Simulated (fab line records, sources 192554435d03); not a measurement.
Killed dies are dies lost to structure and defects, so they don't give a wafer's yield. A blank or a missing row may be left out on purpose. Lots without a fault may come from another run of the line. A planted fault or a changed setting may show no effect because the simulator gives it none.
Which tool did it? | flow n5_finfet | 9 lots, 27 wafers sampled, at 5 steps of a route of 1938

WHAT THE GAUGES READ, wafer by wafer
N5_WELL_APT_OVL_MEAS_26. Usual: PWELL_OVL 2 nm, standard deviation 4.4.
lot  | measured    | on         | PWELL_OVL (nm) | flag
L345 | day 2 03:29 | overlay-02 | 0 0 8          |
L351 | day 3 15:53 | overlay-02 | 5 -4 0         |
L352 | day 3 22:18 | overlay-01 | -1 7 3         |
L354 | day 4 09:08 | overlay-02 | 3 -4 -5        |
L355 | day 4 14:58 | overlay-02 | 3 4 5          |
L356 | day 4 21:02 | overlay-01 | 7 1 8          |
L357 | day 5 03:07 | overlay-01 | -3 -2 -8       |
L364 | day 6 21:05 | overlay-01 | 7 -4 3         |
L366 | day 7 09:00 | overlay-02 | 0 -1 10        |

N5_BEOL_M4_RC_MEAS_101. Usual: CJ_N 4.34, standard deviation 0.095; DIBL_N 36.9 mV/V, standard deviation 1.7; DIBL_P 36.7 mV/V, standard deviation 2.1; IOFF_N 0.17 nA/um, standard deviation 0.032; IOFF_N_85C 3.3 nA/um, standard deviation 0.52; IOFF_N_LIN 0.077 nA/um, standard deviation 0.012; IOFF_P 0.22 nA/um, standard deviation 0.036; ION_N 674 uA/um, standard deviation 12; ION_P 461 uA/um, standard deviation 7; RS_PWELL 3012 ohm/sq, standard deviation 26; SS_N 71.7 mV/dec, standard deviation 0.6; SS_P 73.4 mV/dec, standard deviation 0.67; VT_N 249 mV, standard deviation 3.1; VT_P -250 mV, standard deviation 3.2.
lot  | measured     | on        | CJ_N           | DIBL_N (mV/V)  | DIBL_P (mV/V)  | IOFF_N (nA/um) | IOFF_N_85C (nA/um) | IOFF_N_LIN (nA/um) | IOFF_P (nA/um) | ION_N (uA/um) | ION_P (uA/um) | RS_PWELL (ohm/sq) | SS_N (mV/dec)   | SS_P (mV/dec)  | VT_N (mV)   | VT_P (mV)      | flag
L345 | day 8 18:03  | prober-02 | 4.29 4.22 4.46 | 35.1 37.2 37.5 | 33.9 36.8 35.1 | 0.13 0.17 0.17 | 2.6 3.2 3.3        | 0.063 0.078 0.077  | 0.15 0.19 0.16 | 653 682 677   | 449 455 451   | 2987 2994 3018    | 70.7 71.6 71.5  | 73.5 73.1 73.5 | 251 251 248 | -257 -255 -256 |
L351 | day 9 20:14  | prober-01 | 4.33 4.43 4.53 | 37.3 37.0 39.7 | 36.5 36.0 37.1 | 0.18 0.16 0.23 | 3.4 3.2 4.3        | 0.083 0.077 0.092  | 0.22 0.20 0.23 | 679 680 675   | 461 460 452   | 3000 3070 3046    | 71.7 71.1 72.8  | 73.2 72.8 73.7 | 246 250 244 | -251 -249 -251 |
L352 | day 10 05:55 | prober-01 | 4.34 4.23 4.24 | 34.8 34.6 35.2 | 34.7 34.8 35.8 | 0.15 0.13 0.15 | 2.9 2.6 3.0        | 0.069 0.062 0.072  | 0.20 0.21 0.23 | 662 657 673   | 461 454 464   | 3003 3001 2989    | 71.6 70.7 71.5  | 72.5 71.8 72.8 | 251 253 251 | -249 -252 -249 |
L354 | day 10 15:55 | prober-01 | 1.34 1.38 1.37 | 51.7 54.6 53.2 | 35.3 34.0 34.4 | 1.11 1.39 1.27 | 16.0 19.3 17.9     | 0.140 0.139 0.138  | 0.22 0.19 0.19 | 688 677 686   | 466 457 459   | 3183 3199 3197    | 87.6 91.9 91.3  | 72.6 71.8 72.7 | 245 248 247 | -246 -252 -249 | OFF
L355 | day 11 00:52 | prober-01 | 4.47 4.29 4.32 | 37.7 34.9 36.2 | 38.5 36.7 37.5 | 0.19 0.14 0.16 | 3.7 2.9 3.3        | 0.083 0.067 0.076  | 0.26 0.21 0.23 | 688 677 677   | 475 466 461   | 2962 2972 2961    | 72.3 70.8 72.2  | 73.5 73.7 72.3 | 248 253 248 | -245 -249 -246 |
L356 | day 11 09:40 | prober-02 | 1.37 1.43 1.44 | 46.7 68.8 57.3 | 35.1 34.9 37.2 | 0.63 3.75 1.90 | 9.9 43.7 25.3      | 0.110 0.204 0.174  | 0.16 0.16 0.19 | 692 699 709   | 455 454 459   | 3216 3210 3197    | 82.1 106.7 93.6 | 73.0 73.2 74.1 | 246 247 244 | -256 -256 -251 | OFF
L357 | day 11 09:52 | prober-01 | 4.20 4.23 4.30 | 38.3 38.2 35.9 | 38.9 39.0 36.5 | 0.21 0.21 0.16 | 3.8 3.8 3.0        | 0.095 0.093 0.075  | 0.27 0.26 0.21 | 691 691 681   | 467 470 467   | 2985 2992 3013    | 71.7 71.4 71.6  | 74.6 74.2 72.9 | 247 246 251 | -247 -248 -250 |
L364 | day 13 05:11 | prober-02 | 4.34 4.26 4.44 | 35.5 32.0 35.6 | 34.9 30.8 34.9 | 0.14 0.10 0.14 | 2.9 2.1 2.9        | 0.068 0.052 0.069  | 0.19 0.14 0.20 | 673 651 667   | 462 452 462   | 3009 3000 3010    | 72.0 69.8 71.3  | 73.8 72.5 73.7 | 254 255 255 | -250 -255 -251 |
L366 | day 14 00:20 | prober-01 | 4.28 4.27 4.38 | 39.1 37.7 39.5 | 38.5 37.1 39.5 | 0.18 0.16 0.19 | 3.4 3.1 3.7        | 0.080 0.073 0.085  | 0.23 0.22 0.26 | 663 659 681   | 460 458 467   | 3051 3043 3037    | 71.9 72.1 72.8  | 74.1 73.7 73.8 | 251 252 251 | -249 -248 -247 |

WHICH TOOL RAN EACH LOT (tool, then ch and the chambers of the sampled wafers, then the start)
lot  | N5_ZERO_LAYER_DESCUM_16           | N5_ZERO_LAYER_ETCH_17             | N5_WELL_APT_IMPLANT_32
L345 | rie_diel-03 ch 1,2,3, day 2 01:06 | rie_diel-03 ch 1,2,3, day 2 01:08 | implanter-01 ch 0, day 2 04:07
L351 | rie_diel-06 ch 0,2, day 3 13:02   | rie_diel-06 ch 0,2, day 3 13:04   | implanter-01 ch 0, day 3 16:52
L352 | rie_diel-03 ch 1,3, day 3 18:43   | rie_diel-03 ch 1,3, day 3 18:44   | implanter-02 ch 0, day 3 23:12
L354 | rie_diel-06 ch 0,1,3, day 4 06:49 | rie_diel-06 ch 0,1,3, day 4 06:50 | implanter-02 ch 0, day 4 09:30
L355 | rie_diel-01 ch 0,1,3, day 4 12:41 | rie_diel-01 ch 0,1,3, day 4 12:43 | implanter-01 ch 0, day 4 15:18
L356 | rie_diel-01 ch 2,3, day 4 18:50   | rie_diel-01 ch 2,3, day 4 18:52   | implanter-02 ch 0, day 4 21:45
L357 | rie_diel-06 ch 0,1,2, day 5 00:50 | rie_diel-06 ch 0,1,2, day 5 00:52 | implanter-01 ch 0, day 5 03:28
L364 | rie_diel-01 ch 0,1, day 6 18:49   | rie_diel-01 ch 0,1, day 6 18:50   | implanter-01 ch 0, day 6 21:28
L366 | rie_diel-03 ch 0,1, day 7 06:41   | rie_diel-03 ch 0,1, day 7 06:43   | implanter-02 ch 0, day 7 09:26
- N5_ZERO_LAYER_DESCUM_16: chemistry O2, time 7.9 s.
- N5_ZERO_LAYER_ETCH_17: etches SiO2 in CF4, target depth 12 nm, time 13.3 s.
- N5_WELL_APT_IMPLANT_32

WHAT THE TOOLS THEMSELVES READ (means of the sampled wafers that have a number; where no wafer has one, the mark that the record gives instead)
N5_ZERO_LAYER_DESCUM_16. Usual: drypump_motor_current_A 5.6 A, standard deviation 0.37; o2_flow_sccm 224.9 sccm, standard deviation 0.7; oes_product_au 0.81 a.u., standard deviation 0.091; rf_vpp_V 243.5 V, standard deviation 1.5; showerhead_plenum_p_Torr 2.11 Torr, standard deviation 0.075; throttle_valve_pct 20.27 %, standard deviation 0.29.
lot  | tool        | drypump_motor_current_A (A) | o2_flow_sccm (sccm) | oes_product_au (a.u.) | rf_vpp_V (V) | showerhead_plenum_p_Torr (Torr) | throttle_valve_pct (%) | flag
L345 | rie_diel-03 | 5.7                         | 225.5               | 0.79                  | 243.6        | 2.12                            | 20.17                  |
L351 | rie_diel-06 | 5.6                         | 224.3               | 0.91                  | 243.4        | 2.06                            | 20.41                  |
L352 | rie_diel-03 | 6.0                         | 224.6               | 0.80                  | 245.2        | 2.19                            | 20.18                  |
L354 | rie_diel-06 | 5.7                         | 224.9               | 0.94                  | 244.6        | 2.13                            | 20.15                  |
L355 | rie_diel-01 | 5.7                         | 224.8               | 0.81                  | 244.0        | 2.10                            | 20.17                  |
L356 | rie_diel-01 | 6.1                         | 224.7               | 0.79                  | 240.8        | 2.02                            | 20.42                  |
L357 | rie_diel-06 | 5.6                         | 224.8               | 0.86                  | 242.8        | 2.08                            | 20.22                  |
L364 | rie_diel-01 | 5.6                         | 225.5               | 0.72                  | 243.7        | 2.11                            | 20.26                  |
L366 | rie_diel-03 | 5.5                         | 225.1               | 0.84                  | 244.9        | 2.22                            | 20.05                  |

N5_ZERO_LAYER_ETCH_17. Usual: drypump_motor_current_A 5.6 A, standard deviation 0.37; oes_product_au 0.82 a.u., standard deviation 0.089; rf_vpp_V 950 V, standard deviation 4.6; showerhead_plenum_p_Torr 2.17 Torr, standard deviation 0.076; throttle_valve_pct 15.57 %, standard deviation 0.29.
lot  | tool        | drypump_motor_current_A (A) | oes_product_au (a.u.) | rf_vpp_V (V) | showerhead_plenum_p_Torr (Torr) | throttle_valve_pct (%) | flag
L345 | rie_diel-03 | 5.7                         | 0.78                  | 950          | 2.18                            | 15.46                  |
L351 | rie_diel-06 | 5.5                         | 0.92                  | 947          | 2.12                            | 15.68                  |
L352 | rie_diel-03 | 6.0                         | 0.79                  | 955          | 2.24                            | 15.46                  |
L354 | rie_diel-06 | 5.7                         | 0.93                  | 951          | 2.19                            | 15.41                  |
L355 | rie_diel-01 | 5.7                         | 0.81                  | 950          | 2.16                            | 15.52                  |
L356 | rie_diel-01 | 6.1                         | 0.81                  | 943          | 2.07                            | 15.65                  |
L357 | rie_diel-06 | 5.6                         | 0.87                  | 948          | 2.14                            | 15.55                  |
L364 | rie_diel-01 | 5.6                         | 0.73                  | 950          | 2.16                            | 15.62                  |
L366 | rie_diel-03 | 5.5                         | 0.83                  | 955          | 2.27                            | 15.26                  |

N5_WELL_APT_IMPLANT_32. Usual: dose_ions_cm2 2.0001e+13, standard deviation 2.2e+10; faraday_current_uA 254, standard deviation 4.6; rotation_deg 0.000 degrees, standard deviation 0.021.
lot  | tool         | dose_ions_cm2 | faraday_current_uA | rotation_deg (degrees) | flag
L345 | implanter-01 | 1.9999e+13    | 252                | 0.003                  |
L351 | implanter-01 | 2.0010e+13    | 258                | 0.009                  |
L352 | implanter-02 | 2.0003e+13    | 256                | 0.023                  |
L354 | implanter-02 | 2.0157e+12    | 25                 | 0.006                  | OFF
L355 | implanter-01 | 1.9997e+13    | 252                | -0.007                 |
L356 | implanter-02 | 1.9903e+12    | 25                 | -0.005                 | OFF
L357 | implanter-01 | 2.0003e+13    | 253                | 0.013                  |
L364 | implanter-01 | 1.9981e+13    | 257                | -0.018                 |
L366 | implanter-02 | 1.9997e+13    | 252                | -0.018                 |

THE ANSWER, worked out from the rows above alone
Rule: a lot is off if the mean of its wafers that have a number lies more than 3 standard deviations from the usual mean. A lot without any number at a reading at which 4 lots or more have one is off too. The other lots that the step has rows for count as sound. The gauges are gone through in route order, then the tools' own readings, and for those a lot's mean is taken as printed above. The first step at which some lot is off is used, and at that step the reading that is off furthest; a lot without a number counts as furthest.
Off: L354, L356, at N5_BEOL_M4_RC_MEAS_101 (IOFF_N).
A tool fits if, at a process step before that reading, it ran every lot that is off, and no sound lot after the first of them. The gauges at N5_BEOL_M4_RC_MEAS_101 aren't tried: what is off there is off at N5_WELL_APT_IMPLANT_32 too, on other tools, and a gauge's error can't cause that. None of those tried fits.

WHAT THE SIMULATOR HAD PUT IN
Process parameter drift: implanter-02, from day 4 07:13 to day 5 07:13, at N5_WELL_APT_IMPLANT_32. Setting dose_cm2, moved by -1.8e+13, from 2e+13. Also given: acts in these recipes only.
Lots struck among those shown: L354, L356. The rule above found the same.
